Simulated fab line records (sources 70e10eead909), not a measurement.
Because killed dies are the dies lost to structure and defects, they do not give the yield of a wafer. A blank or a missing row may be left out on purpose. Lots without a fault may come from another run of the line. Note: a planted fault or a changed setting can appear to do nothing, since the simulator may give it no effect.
Matching of chambers	flow nandHarc	NHARC_A_STAIRCASE_ETCH_444 on rieDiel-09 has 4 sister chambers
The step etches the open film in C4F8/O2, target depth 10200 nm, time 3400 s. 14 wafers are shown with their chamber, then 7 later ones without.

== WAFERS, EACH WITH ITS CHAMBER ==
wafer	chamber	rfVppV (V)	oesProductAu (a.u.)	chamberPressureMTorr (mTorr)
L074.2	1	803	0.963	24.977
L074.5	2	802	0.958	25.000
L074.6	3	800	0.987	25.016
L077.2	2	801	0.920	24.959
L077.3	0	807	0.925	24.965
L077.5	2	800	0.922	24.996
L080.1	0	806	0.915	24.988
L080.2	1	801	0.931	24.987
L080.5	3	801	0.919	24.977
L084.2	0	807	0.924	25.015
L084.3	2	801	0.913	25.039
L084.5	3	800	0.931	25.028
L086.1	0	807	0.913	25.013
L086.3	3	800	0.939	24.975

SIGNATURES (averages over the wafers above)
reading	chamber 0	chamber 1	chamber 2	chamber 3	scatter within a chamber
rfVppV	806.75	802.00	801.00	800.25	0.742
oesProductAu	0.91925	0.94700	0.92825	0.94400	0.0213
chamberPressureMTorr	24.99525	24.98200	24.99850	24.99900	0.0267
Rule: for a wafer and a chamber, the distance is found by dividing, reading by reading, the gap between the wafer's reading and the chamber's mean by the reading's scatter, squaring, summing and taking the root. If the next closest chamber is less than 2 further off than the closest, the wafer can't be placed; otherwise it belongs to the closest. The scatter: take each reading less its chamber's mean, square it, sum over the shown wafers, divide by the number of wafers less the number of chambers, and take the root.

== WAFERS WITH NO CHAMBER GIVEN ==
wafer	rfVppV (V)	oesProductAu (a.u.)	chamberPressureMTorr (mTorr)
L086.6	800	0.916	24.980
L089.1	800	0.913	24.968
L089.2	800	0.924	24.988
L089.5	800	0.929	25.014
L092.1	802	0.924	24.958
L092.2	800	0.926	25.009
L092.4	800	0.917	24.997

== THE CHAMBER EACH PASSED THROUGH ==
wafer	from the rows above	in truth
L086.6	can't be placed: 3 or 2 or 1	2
L089.1	can't be placed: 3 or 2 or 1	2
L089.2	can't be placed: 3 or 2 or 1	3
L089.5	can't be placed: 3 or 2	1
L092.1	can't be placed: 1 or 2 or 3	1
L092.2	can't be placed: 3 or 2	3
L092.4	can't be placed: 3 or 2 or 1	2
Correct placement for 0 of the 7. Not placeable from these rows: 7 (in 6, the candidates include the true chamber). Number placed wrongly: 0.
